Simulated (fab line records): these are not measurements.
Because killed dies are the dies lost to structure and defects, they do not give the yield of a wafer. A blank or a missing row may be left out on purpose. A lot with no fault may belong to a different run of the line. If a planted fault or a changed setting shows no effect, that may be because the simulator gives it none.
Which tool is to blame? | flow n5-finfet | 24 lots, 72 wafers sampled, at 6 steps of a route of 1938

## WHAT EACH GAUGE READ, for each wafer
N5_BEOL_M11_CD_MEAS_11: the cd target is 64.1 nm. Usual: cd-nm 64.1 nm, standard deviation 0.61.
lot  | measured     | on        | cd-nm (nm)     | flag
L076 | day 14 15:21 | cd-sem-01 | 65.2 64.4 64.0 |
L074 | day 14 21:46 | cd-sem-02 | 64.0 63.3 63.7 |
L075 | day 14 22:26 | cd-sem-02 | 63.5 63.0 63.8 |
L077 | day 15 06:14 | cd-sem-02 | 63.4 63.2 64.1 |
L078 | day 15 06:27 | cd-sem-02 | 64.5 64.0 64.2 |
L079 | day 15 07:22 | cd-sem-01 | 64.5 64.6 64.1 |
L081 | day 15 18:07 | cd-sem-02 | 64.5 64.9 64.5 |
L083 | day 16 02:52 | cd-sem-03 | 64.7 65.0 64.4 |
L080 | day 16 06:33 | cd-sem-03 | 63.9 64.7 65.1 |
L082 | day 16 07:20 | cd-sem-03 | 63.7 63.9 64.3 |
L085 | day 16 11:46 | cd-sem-01 | 63.9 64.0 63.7 |
L084 | day 16 22:02 | cd-sem-03 | 64.2 63.1 63.8 |
L086 | day 16 23:13 | cd-sem-01 | 64.5 64.4 63.9 |
L089 | day 17 15:38 | cd-sem-03 | 65.2 63.7 63.3 |
L091 | day 17 18:10 | cd-sem-02 | 63.8 62.7 63.4 |
L087 | day 18 04:04 | cd-sem-02 | 63.7 63.9 64.1 |
L088 | day 18 05:17 | cd-sem-03 | 64.5 64.9 64.9 |
L090 | day 18 08:20 | cd-sem-03 | 63.6 63.7 65.0 |
L092 | day 18 07:48 | cd-sem-01 | 64.4 64.7 63.1 |
L093 | day 19 00:32 | cd-sem-02 | 64.4 62.8 62.8 |
L094 | day 19 06:32 | cd-sem-02 | 63.7 65.4 63.7 |
L095 | day 19 16:08 | cd-sem-03 | 63.8 63.3 63.9 |
L096 | day 19 18:31 | cd-sem-03 | 64.8 63.5 63.8 |
L097 | day 20 02:38 | cd-sem-03 | 63.8 63.8 63.7 |

N5_BEOL_M11_THK_MEAS_53: measures by xrf. Usual: M11_THK typically reads 136 nm, with standard deviation 3.3.
lot  | measured     | on            | M11_THK (nm) | flag
L076 | day 14 21:34 | film-metro-01 | 132 136 138  |
L074 | day 15 02:51 | film-metro-02 | 140 134 134  |
L075 | day 15 03:10 | film-metro-02 | 140 142 136  |
L077 | day 15 11:32 | film-metro-01 | 133 137 139  |
L078 | day 15 12:49 | film-metro-01 | 132 136 134  |
L079 | day 15 13:06 | film-metro-01 | 131 138 132  |
L081 | day 16 02:35 | film-metro-01 | 131 138 132  |
L083 | day 16 09:20 | film-metro-01 | 137 140 137  |
L080 | day 16 13:17 | film-metro-02 | 133 138 139  |
L082 | day 16 13:35 | film-metro-01 | 139 129 135  |
L085 | day 16 16:41 | film-metro-01 | 135 136 141  |
L084 | day 17 02:52 | film-metro-01 | 138 138 138  |
L086 | day 17 05:41 | film-metro-02 | 133 135 133  |
L089 | day 17 19:38 | film-metro-01 | 135 138 129  |
L091 | day 18 00:27 | film-metro-02 | 140 140 141  |
L087 | day 18 08:25 | film-metro-01 | 135 134 135  |
L088 | day 18 13:13 | film-metro-02 | 131 131 139  |
L090 | day 18 12:41 | film-metro-01 | 140 135 137  |
L092 | day 18 14:05 | film-metro-01 | 132 133 136  |
L093 | day 19 04:26 | film-metro-02 | 135 140 138  |
L094 | day 19 12:43 | film-metro-02 | 139 135 134  |
L095 | day 19 22:05 | film-metro-02 | 134 134 134  |
L096 | day 20 00:01 | film-metro-02 | 139 139 137  |
L097 | day 20 11:13 | film-metro-01 | 136 139 133  |

N5_BEOL_M12_THK_MEAS_01. Usual: M12_ILD_THK typically reads 661 nm, with standard deviation 10.
lot  | measured     | on            | M12_ILD_THK (nm) | flag
L076 | day 14 21:53 | film-metro-01 | 654 672 671      |
L074 | day 15 03:10 | film-metro-01 | 650 662 673      |
L075 | day 15 03:29 | film-metro-01 | 643 664 652      |
L077 | day 15 11:51 | film-metro-01 | 666 663 682      |
L078 | day 15 13:08 | film-metro-02 | 650 662 662      |
L079 | day 15 13:25 | film-metro-02 | 662 668 686      |
L081 | day 16 02:55 | film-metro-01 | 668 646 664      |
L083 | day 16 09:40 | film-metro-01 | 654 658 658      |
L080 | day 16 13:35 | film-metro-02 | 668 666 670      |
L082 | day 16 13:55 | film-metro-02 | 652 659 679      |
L085 | day 16 17:02 | film-metro-01 | 638 636 658      |
L084 | day 17 03:11 | film-metro-01 | 660 649 654      |
L086 | day 17 06:00 | film-metro-01 | 648 670 663      |
L089 | day 17 20:00 | film-metro-02 | 670 647 665      |
L091 | day 18 00:49 | film-metro-01 | 671 661 674      |
L087 | day 18 08:46 | film-metro-01 | 655 660 670      |
L088 | day 18 13:32 | film-metro-02 | 642 658 658      |
L090 | day 18 13:00 | film-metro-01 | 654 650 670      |
L092 | day 18 14:24 | film-metro-02 | 649 660 661      |
L093 | day 19 04:45 | film-metro-02 | 666 651 661      |
L094 | day 19 13:02 | film-metro-02 | 655 656 661      |
L095 | day 19 22:25 | film-metro-02 | 651 649 655      |
L096 | day 20 00:21 | film-metro-02 | 673 653 659      |
L097 | day 20 11:32 | film-metro-02 | 662 660 673      |

## WHICH TOOL RAN EACH LOT (tool, then ch and the chambers of the sampled wafers, then the start)
lot  | N5_BEOL_M11_ILD_DEP_00          | N5_BEOL_M11_DESCUM_16              | N5_BEOL_M11_STRIP_19
L076 | pecvd-03 ch 0,2, day 14 13:40   | rie-diel-02 ch 1,2,3, day 14 15:30 | rie-diel-02 ch 2,3, day 14 16:00
L074 | pecvd-01 ch 0,1, day 14 19:51   | rie-diel-03 ch 0,1,2, day 14 21:58 | rie-diel-03 ch 0,2,3, day 14 22:22
L075 | pecvd-03 ch 0,2, day 14 20:57   | rie-diel-06 ch 0,3, day 14 22:32   | rie-diel-06 ch 0,1,3, day 14 22:55
L077 | pecvd-03 ch 0,1,2, day 15 03:27 | rie-diel-03 ch 0,1,2, day 15 06:21 | rie-diel-03 ch 1,2,3, day 15 06:46
L078 | pecvd-01 ch 0,1, day 15 03:38   | rie-diel-02 ch 0,3, day 15 06:38   | rie-diel-06 ch 1,3, day 15 07:08
L079 | pecvd-01 ch 0,1,2, day 15 04:10 | rie-diel-03 ch 0,1,3, day 15 07:52 | rie-diel-03 ch 0,1,3, day 15 08:20
L081 | pecvd-01 ch 0,1,2, day 15 14:42 | rie-diel-02 ch 0,2,3, day 15 18:31 | rie-diel-02 ch 1,3, day 15 18:53
L083 | pecvd-03 ch 0,1,2, day 16 01:19 | rie-diel-06 ch 0,2, day 16 02:57   | rie-diel-02 ch 2,3, day 16 03:20
L080 | pecvd-04 ch 0,1, day 16 02:19   | rie-diel-02 ch 2,3, day 16 06:43   | rie-diel-06 ch 0,1,3, day 16 07:07
L082 | pecvd-01 ch 0,2, day 16 04:26   | rie-diel-06 ch 1,2, day 16 07:26   | rie-diel-03 ch 0,3, day 16 07:54
L085 | pecvd-03 ch 0,2, day 16 09:51   | rie-diel-06 ch 0,2,3, day 16 12:25 | rie-diel-03 ch 0,1, day 16 12:53
L084 | pecvd-01 ch 0,1, day 16 20:36   | rie-diel-02 ch 0,1, day 16 22:07   | rie-diel-03 ch 0,1,3, day 16 22:30
L086 | pecvd-04 ch 0,2, day 16 21:25   | rie-diel-03 ch 0,1, day 16 23:31   | rie-diel-03 ch 0,3, day 16 23:59
L089 | pecvd-03 ch 0,1, day 17 14:04   | rie-diel-03 ch 0,2, day 17 15:53   | rie-diel-02 ch 1,2, day 17 16:16
L091 | pecvd-03 ch 1,2, day 17 16:20   | rie-diel-06 ch 2,3, day 17 18:15   | rie-diel-02 ch 1,2,3, day 17 18:38
L087 | pecvd-04 ch 0,1, day 18 00:25   | rie-diel-02 ch 1,2,3, day 18 04:09 | rie-diel-06 ch 0,2,3, day 18 04:34
L088 | pecvd-03 ch 1,2, day 18 03:11   | rie-diel-03 ch 2,3, day 18 05:32   | rie-diel-06 ch 0,1,3, day 18 06:09
L090 | pecvd-01 ch 0,2, day 18 06:03   | rie-diel-02 ch 1,2, day 18 08:25   | rie-diel-02 ch 1,2, day 18 08:50
L092 | pecvd-03 ch 0,1,2, day 18 06:09 | rie-diel-03 ch 2,3, day 18 07:53   | rie-diel-03 ch 0,1,3, day 18 08:16
L093 | pecvd-03 ch 0,1, day 18 22:50   | rie-diel-03 ch 0,1,3, day 19 00:37 | rie-diel-03 ch 0,2,3, day 19 01:06
L094 | pecvd-03 ch 0,1,2, day 19 04:55 | rie-diel-03 ch 0,1,3, day 19 06:59 | rie-diel-02 ch 1,2,3, day 19 07:22
L095 | pecvd-01 ch 0,1,2, day 19 12:35 | rie-diel-03 ch 0,1,3, day 19 16:13 | rie-diel-06 ch 2,3, day 19 16:42
L096 | pecvd-03 ch 0,1, day 19 16:26   | rie-diel-06 ch 0,1,3, day 19 18:36 | rie-diel-06 ch 0,3, day 19 19:04
L097 | pecvd-01 ch 0,1,2, day 20 00:29 | rie-diel-03 ch 1,2,3, day 20 02:43 | rie-diel-02 ch 0,1,2, day 20 03:11
- N5_BEOL_M11_ILD_DEP_00: deposits SiCOH lowk from DEMS/porogen, target thk 308.51 nm, time 58 s.
- N5_BEOL_M11_DESCUM_16: chemistry O2, time 7.9 s.
- N5_BEOL_M11_STRIP_19: strips in O2.

## WHAT THE TOOLS THEMSELVES READ (means of the sampled wafers that have a number; where no wafer has one, the mark that the record gives instead)
N5_BEOL_M11_ILD_DEP_00. Usual: heater-power-outer-w 128 W, standard deviation 37; heater-power-w 289 W, standard deviation 71; rf-fwd-power-W 496.2 W, standard deviation 1.9; showerhead-plenum-p-Torr 5.743 Torr, standard deviation 0.018; throttle-valve-pct 13.9 %, standard deviation 0.69.
lot  | tool     | heater-power-outer-w (W) | heater-power-w (W) | rf-fwd-power-W (W) | showerhead-plenum-p-Torr (Torr) | throttle-valve-pct (%) | flag
L076 | pecvd-03 | 109                      | 253                | 497.8              | 5.743                           | 13.9                   |
L074 | pecvd-01 | 145                      | 318                | 495.7              | 5.746                           | 14.0                   |
L075 | pecvd-03 | 120                      | 283                | 496.4              | 5.759                           | 13.5                   |
L077 | pecvd-03 | 131                      | 273                | 495.1              | 5.739                           | 14.1                   |
L078 | pecvd-01 | 143                      | 318                | 495.5              | 5.741                           | 14.3                   |
L079 | pecvd-01 | 130                      | 292                | 495.2              | 5.756                           | 13.6                   |
L081 | pecvd-01 | 121                      | 284                | 494.7              | 5.754                           | 13.6                   |
L083 | pecvd-03 | 135                      | 289                | 497.1              | 5.740                           | 14.1                   |
L080 | pecvd-04 | 174                      | 377                | 499.1              | 5.716                           | 14.4                   |
L082 | pecvd-01 | 95                       | 236                | 496.1              | 5.741                           | 13.7                   |
L085 | pecvd-03 | 111                      | 262                | 496.1              | 5.739                           | 14.0                   |
L084 | pecvd-01 | 150                      | 328                | 495.6              | 5.756                           | 13.7                   |
L086 | pecvd-04 | 191                      | 417                | 496.5              | 5.736                           | 13.3                   |
L089 | pecvd-03 | 95                       | 217                | 497.9              | 5.733                           | 14.3                   |
L091 | pecvd-03 | 156                      | 321                | 494.1              | 5.761                           | 13.9                   |
L087 | pecvd-04 | 160                      | 370                | 497.5              | 5.718                           | 14.7                   |
L088 | pecvd-03 | 147                      | 320                | 497.8              | 5.760                           | 13.9                   |
L090 | pecvd-01 | 102                      | 241                | 497.5              | 5.745                           | 13.7                   |
L092 | pecvd-03 | 123                      | 271                | 497.2              | 5.737                           | 14.0                   |
L093 | pecvd-03 | 89                       | 214                | 497.8              | 5.733                           | 14.3                   |
L094 | pecvd-03 | 117                      | 266                | 495.6              | 5.735                           | 14.0                   |
L095 | pecvd-01 | 126                      | 291                | 496.3              | 5.756                           | 13.7                   |
L096 | pecvd-03 | 102                      | 228                | 498.4              | 5.728                           | 14.3                   |
L097 | pecvd-01 | 109                      | 268                | 494.4              | 5.738                           | 13.9                   |

N5_BEOL_M11_DESCUM_16. Usual: drypump-motor-current-A 5.7 A, standard deviation 0.42; oes-product-au 0.79 a.u., standard deviation 0.088; rf-fwd-power-W 49.42 W, standard deviation 0.17; rf-vpp-V 243.1 V, standard deviation 1.5; showerhead-plenum-p-Torr 2.09 Torr, standard deviation 0.081; throttle-valve-pct 20.4 %, standard deviation 0.34.
lot  | tool        | drypump-motor-current-A (A) | oes-product-au (a.u.) | rf-fwd-power-W (W) | rf-vpp-V (V) | showerhead-plenum-p-Torr (Torr) | throttle-valve-pct (%) | flag
L076 | rie-diel-02 | 5.3                         | 0.73                  | 49.47              | 243.7        | 2.10                            | 20.6                   |
L074 | rie-diel-03 | 5.7                         | 0.83                  | 49.25              | 243.0        | 2.04                            | 20.2                   |
L075 | rie-diel-06 | 5.6                         | 0.89                  | 49.55              | 243.6        | 2.10                            | 20.2                   |
L077 | rie-diel-03 | 5.7                         | 0.82                  | 49.23              | 242.2        | 2.04                            | 20.2                   |
L078 | rie-diel-02 | 5.7                         | 0.78                  | 49.58              | 242.1        | 2.07                            | 20.3                   |
L079 | rie-diel-03 | 5.8                         | 0.83                  | 49.40              | 244.1        | 2.08                            | 20.2                   |
L081 | rie-diel-02 | 5.7                         | 0.75                  | 49.53              | 243.3        | 2.06                            | 20.4                   |
L083 | rie-diel-06 | 5.8                         | 0.74                  | 49.64              | 243.2        | 2.10                            | 20.0                   |
L080 | rie-diel-02 | 5.7                         | 0.70                  | 49.36              | 241.7        | 2.05                            | 20.6                   |
L082 | rie-diel-06 | 5.7                         | 0.70                  | 49.20              | 244.6        | 2.09                            | 20.3                   |
L085 | rie-diel-06 | 5.6                         | 0.80                  | 49.51              | 243.4        | 2.12                            | 20.2                   |
L084 | rie-diel-02 | 5.2                         | 0.75                  | 49.53              | 243.4        | 2.07                            | 20.8                   |
L086 | rie-diel-03 | 5.5                         | 0.86                  | 49.20              | 243.7        | 2.06                            | 20.3                   |
L089 | rie-diel-03 | 5.5                         | 0.87                  | 49.39              | 243.1        | 2.09                            | 20.2                   |
L091 | rie-diel-06 | 5.7                         | 0.74                  | 49.34              | 244.8        | 2.15                            | 20.2                   |
L087 | rie-diel-02 | 5.3                         | 0.81                  | 49.37              | 244.3        | 2.18                            | 20.6                   |
L088 | rie-diel-03 | 6.3                         | 0.77                  | 49.44              | 243.6        | 2.13                            | 20.2                   |
L090 | rie-diel-02 | 5.5                         | 0.88                  | 49.55              | 244.4        | 2.19                            | 20.7                   |
L092 | rie-diel-03 | 6.3                         | 0.77                  | 49.40              | 244.6        | 2.13                            | 20.3                   |
L093 | rie-diel-03 | 5.9                         | 0.80                  | 49.44              | 241.8        | 2.07                            | 20.3                   |
L094 | rie-diel-03 | 5.9                         | 0.79                  | 49.37              | 242.7        | 2.07                            | 20.3                   |
L095 | rie-diel-03 | 5.9                         | 0.80                  | 49.46              | 242.7        | 2.07                            | 20.3                   |
L096 | rie-diel-06 | 5.6                         | 0.79                  | 49.35              | 242.9        | 2.07                            | 20.6                   |
L097 | rie-diel-03 | 6.1                         | 0.82                  | 49.30              | 244.6        | 2.14                            | 20.1                   |

N5_BEOL_M11_STRIP_19. Usual: drypump-motor-current-A 5.7 A, standard deviation 0.42; oes-product-au 0.79 a.u., standard deviation 0.089; rf-vpp-V 3.6 V, standard deviation 0.51; showerhead-plenum-p-Torr 2.10 Torr, standard deviation 0.08; throttle-valve-pct 16.64 %, standard deviation 0.29.
lot  | tool        | drypump-motor-current-A (A) | oes-product-au (a.u.) | rf-vpp-V (V) | showerhead-plenum-p-Torr (Torr) | throttle-valve-pct (%) | flag
L076 | rie-diel-02 | 5.7                         | 0.71                  | 3.8          | 2.06                            | 16.85                  |
L074 | rie-diel-03 | 5.9                         | 0.74                  | 3.7          | 2.04                            | 16.59                  |
L075 | rie-diel-06 | 5.6                         | 0.83                  | 3.5          | 2.09                            | 16.74                  |
L077 | rie-diel-03 | 6.1                         | 0.77                  | 3.8          | 2.07                            | 16.50                  |
L078 | rie-diel-06 | 5.5                         | 0.78                  | 3.2          | 2.07                            | 17.04                  |
L079 | rie-diel-03 | 5.9                         | 0.83                  | 3.4          | 2.09                            | 16.52                  |
L081 | rie-diel-02 | 5.2                         | 0.76                  | 3.8          | 2.18                            | 16.69                  |
L083 | rie-diel-02 | 5.5                         | 0.74                  | 3.4          | 2.14                            | 16.66                  |
L080 | rie-diel-06 | 5.6                         | 0.82                  | 4.0          | 2.09                            | 16.77                  |
L082 | rie-diel-03 | 5.7                         | 0.80                  | 3.9          | 2.05                            | 16.64                  |
L085 | rie-diel-03 | 5.7                         | 0.89                  | 4.0          | 2.10                            | 16.38                  |
L084 | rie-diel-03 | 5.9                         | 0.82                  | 3.3          | 2.08                            | 16.54                  |
L086 | rie-diel-03 | 5.6                         | 0.80                  | 3.6          | 2.05                            | 16.66                  |
L089 | rie-diel-02 | 5.1                         | 0.82                  | 3.7          | 2.15                            | 16.99                  |
L091 | rie-diel-02 | 5.3                         | 0.82                  | 3.4          | 2.19                            | 16.78                  |
L087 | rie-diel-06 | 5.6                         | 0.80                  | 3.3          | 2.12                            | 16.48                  |
L088 | rie-diel-06 | 5.6                         | 0.80                  | 3.7          | 2.08                            | 16.80                  |
L090 | rie-diel-02 | 5.2                         | 0.80                  | 3.7          | 2.14                            | 16.99                  |
L092 | rie-diel-03 | 5.9                         | 0.80                  | 3.4          | 2.08                            | 16.57                  |
L093 | rie-diel-03 | 5.9                         | 0.81                  | 3.4          | 2.11                            | 16.47                  |
L094 | rie-diel-02 | 5.4                         | 0.80                  | 3.5          | 2.18                            | 16.80                  |
L095 | rie-diel-06 | 5.5                         | 0.78                  | 4.0          | 2.16                            | 16.60                  |
L096 | rie-diel-06 | 5.6                         | 0.84                  | 3.6          | 2.09                            | 16.53                  |
L097 | rie-diel-02 | 5.5                         | 0.79                  | 3.6          | 2.11                            | 16.87                  |

## THE ANSWER, worked out from the rows above alone
Rule: lot off if the mean of its wafers having a number is beyond 3 standard deviations from the usual mean. A lot without any number at a reading at which 4 lots or more have one is off too. Any other lot the step has rows for is counted as sound. The gauges are gone through in route order, then the tools' own readings, and for those a lot's mean is taken as printed above. The first step at which some lot is off is used, and at that step the reading that is off furthest; a lot without a number counts as furthest.
Across all readings shown, no lot is off: no conclusion can be drawn from this.

## WHAT HAD BEEN PUT IN BY THE SIMULATOR
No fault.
